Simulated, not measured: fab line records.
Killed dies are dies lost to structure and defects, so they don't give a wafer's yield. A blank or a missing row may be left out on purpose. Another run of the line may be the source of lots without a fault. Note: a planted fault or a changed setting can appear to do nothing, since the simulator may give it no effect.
A single fault, viewed from 2 desks    flow nand-harc    each desk holds nothing but its own numbers, with what lay behind them at the end

FROM THE METROLOGY DESK
Lot by lot, what the gauges showed, no matter which tool ran the lot: averages of those sampled wafers that carry a number. If a lot's mean is further than 4 standard deviations from the usual mean, the lot is out of limits and carries the mark OUT (the distance appears in the brackets).
Columns: A = thk-nm at NHARC_A_ONON_D1_THK_MEAS_05, usual 999 nm
lot   first seen here  A
L390  day 7 16:36      989
L391  day 8 11:32      989
L392  day 8 20:28      1007
L393  day 9 00:20      993
L394  day 9 06:50      1002
L395  day 9 22:59      993
L397  day 10 13:05     991
L398  day 11 04:01     1009
L401  day 12 07:40     1007
L402  day 12 16:55     1003
L405  day 14 00:29     995
L404  day 14 00:30     1000
L408  day 15 09:28     326 (-97) OUT
L410  day 16 03:55     339 (-96) OUT
This desk finds L408, L410 out of limits, L408 being first, at day 15 09:28 (thk-nm at NHARC_A_ONON_D1_THK_MEAS_05). In limits: L390, L391, L392, L393, L394, L395, L397, L398, L401, L402, L405, L404.

THE DEFECT DESK
Lot by lot, what the route's inspections counted, given as the mean of those sampled wafers with a number. If a lot's mean is further than 4 standard deviations from the usual mean, the lot is out of limits and carries the mark OUT (the distance appears in the brackets).
Columns: A = raw-defect-count at NHARC_A_START_INSPECT_01, usual 3.6
lot   first seen here  A
L390  day 6 18:35      2.3
L391  day 7 12:02      2.3
L392  day 7 21:43      3.7
L393  day 8 00:20      3.7
L394  day 8 07:02      4.7
L395  day 8 21:06      1.7
L397  day 9 13:20      3.7
L398  day 10 00:16     4.3
L401  day 11 06:57     2.7
L402  day 11 15:46     3.7
L405  day 12 23:41     3.0
L404  day 12 23:51     3.3
L408  day 14 09:34     5.0
L410  day 15 02:12     1.7
This desk's verdict: no lot among the 14 shows anything out of limits.

ALL TOGETHER
The metrology desk could have raised an alarm at day 15 09:28, on L408, L410.
Nothing the defect desk looked at was out of limits.
The defect desk has L408, L410 on record, within its limits.
All the named lots went through NHARC_A_ONON_D1_DEP_03 on pecvd-onon-02.

WHAT THE SIMULATOR HAD PUT IN
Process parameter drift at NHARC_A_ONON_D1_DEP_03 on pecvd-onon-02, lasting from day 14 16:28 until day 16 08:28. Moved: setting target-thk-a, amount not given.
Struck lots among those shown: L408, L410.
Time in hours between the start of the fault and the first out-of-limits reading at each desk: metrology desk, 17.
